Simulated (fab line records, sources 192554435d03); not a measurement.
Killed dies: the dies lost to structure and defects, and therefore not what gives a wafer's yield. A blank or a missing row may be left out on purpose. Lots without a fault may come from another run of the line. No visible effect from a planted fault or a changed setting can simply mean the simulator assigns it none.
Struck lot and sound lot, side by side | flow n5 finfet | 15 steps out of a route of 1938
Sound: wafers L263.1, L263.3, L263.6. Wafers L271.3, L271.4, L271.5 were the ones struck. The cause comes at the end.
Per side, at each step with rows, come the tool, then ch with its chambers, and then its first start. Under that, the readings that differ: sound wafers | struck wafers | difference of the means | sigmas: that difference in standard deviations of wafers without a fault.
alike: same words and numbers on both sides, and readings whose means sit less than 2 such deviations apart. not compared: any withheld reading, any reading some wafer has no value for, any bound like >300 that may hide the same value, and any number with overlapping values for which the record gives no deviation.
Wherever a step has rows on one side only, a row that says differs or no value, or a row with sigmas, the two part there. Non-overlapping numbers with no deviation appear without sigmas and do not part them. A reading missing from all wafers of one side parts the sides only when that side holds two or more wafers.

N5_SD_EPI_P_ETCH_37: etches SOC in N2/H2, overetch 108 nm, time 486 s.
  sound on rie diel-05 ch 0,1,3, day 5 06:02; struck on rie diel-05 ch 0,1, day 7 08:08
  alike: bias w, chamber pressure mTorr, drypump motor current A, oes product au, rf vpp V, showerhead plenum p Torr, throttle valve pct
  not compared: rf hours counter h
then, 1 step without rows for these wafers: N5_SD_EPI_P_STRIP_38 (strips in N2/H2).
N5_SD_EPI_P_ETCHBACK_46: etches SiNx in CH3F/O2, stops on SiO2, target depth 17.5 nm.
  sound on rie diel-05 ch 0,1,3, day 5 06:21; struck on rie diel-05 ch 0,1, day 7 08:28
  alike: drypump motor current A, mfc ar sccm, oes_o_777_au, oes product au, rf vpp V, showerhead plenum p Torr, throttle valve pct
  not compared: rf hours counter h
then, 1 step without rows for these wafers: N5_SD_EPI_P_ETCH_47 (etches SiOCN in CH3F/O2, target depth 25 nm).
N5_SD_EPI_P_ETCH_16: etches SiO2 in CHF3/O2, target depth 5 nm.
  sound on rie diel-05 ch 0,1,3, day 5 06:33; struck on rie diel-05 ch 0,1, day 7 08:40
  alike: CHF3_flow_sccm, O2_flow_sccm, drypump motor current A, mfc ar sccm, oes_o_777_au, oes product au, rf vpp V, showerhead plenum p Torr, throttle valve pct
  not compared: rf hours counter h
then, 1 step without rows for these wafers: N5_SD_EPI_P_STRIP_50 (strips in CHF3/O2).
N5_SD_EPI_P_SD_RECESS_17: chemistry HBr/Cl2/O2, target depth 39.1 nm, bt time 3 s.
  sound on rie si-01 ch 1,2, day 5 06:37; struck on rie si-06 ch 0,3, day 7 08:44
  alike: drypump motor current A, oes_o_777_au, oes product au, throttle valve pct
  not compared: rf hours counter h
then, 1 step without rows for these wafers: N5_SD_EPI_P_WET_ETCH_45 (etches SiO2 in dHF, time 10.7 s, target depth 2 nm, rinse time 30 s).
N5_SD_EPI_P_STRIP_40: strips in N2/H2.
  sound on plasma asher-02 ch 0,1, day 5 06:46; struck on plasma asher-01 ch 0,1, day 7 08:53
  alike: drypump motor current A, heater power w, oes product au
  not compared: rf hours counter h
then, 3 steps without rows for these wafers: N5_SD_EPI_P_PRECLEAN_52 (cleans in O3/DIW, time 60 s); N5_SD_EPI_P_SRD_20 (time 30 s); N5_SD_EPI_P_PRECLEAN_51 (cleans in NF3:NH3, afs cycles 1, time 20 s, sublimation time 60 s).
N5_SD_EPI_P_VAPOR_ETCH_44: etches SiGe30 in NF3/Ar, time 3.3 s.
  struck on epi rpcvd-02, day 7 09:21; sound on epi rpcvd-04 ch 0, day 5 07:07
  no value came back on the struck wafers for susceptor temp C (C), time s (s); on the sound wafers susceptor temp C (C) reads 24.83 24.96 24.85
then, 1 step without rows for these wafers: N5_SD_EPI_P_EPI_21 (deposits SiGe:B, time 355 s).
-- the record jumps here: 10 days lie between the struck wafers' starts before and after (it left off in module SD_EPI_P and takes up again in module PASSIVATION, whose first step shown is number 1936 of the route) --
N5_PASSIVATION_PROBE_49:
  sound on prober-01, day 14 19:29; struck on prober-01, day 17 12:32
  alike: killed_at_M0_to_M3, killed_at_M4_up, killed at contacts, killed at front end, killed at other, killed dies, killed open, killed short

## WHERE THEY PART
At N5_SD_EPI_P_VAPOR_ETCH_44 and nowhere else, as far as this record goes. Later steps at which nothing parts them and some readings are alike: N5_PASSIVATION_PROBE_49.

WHY: whatever the simulator had introduced
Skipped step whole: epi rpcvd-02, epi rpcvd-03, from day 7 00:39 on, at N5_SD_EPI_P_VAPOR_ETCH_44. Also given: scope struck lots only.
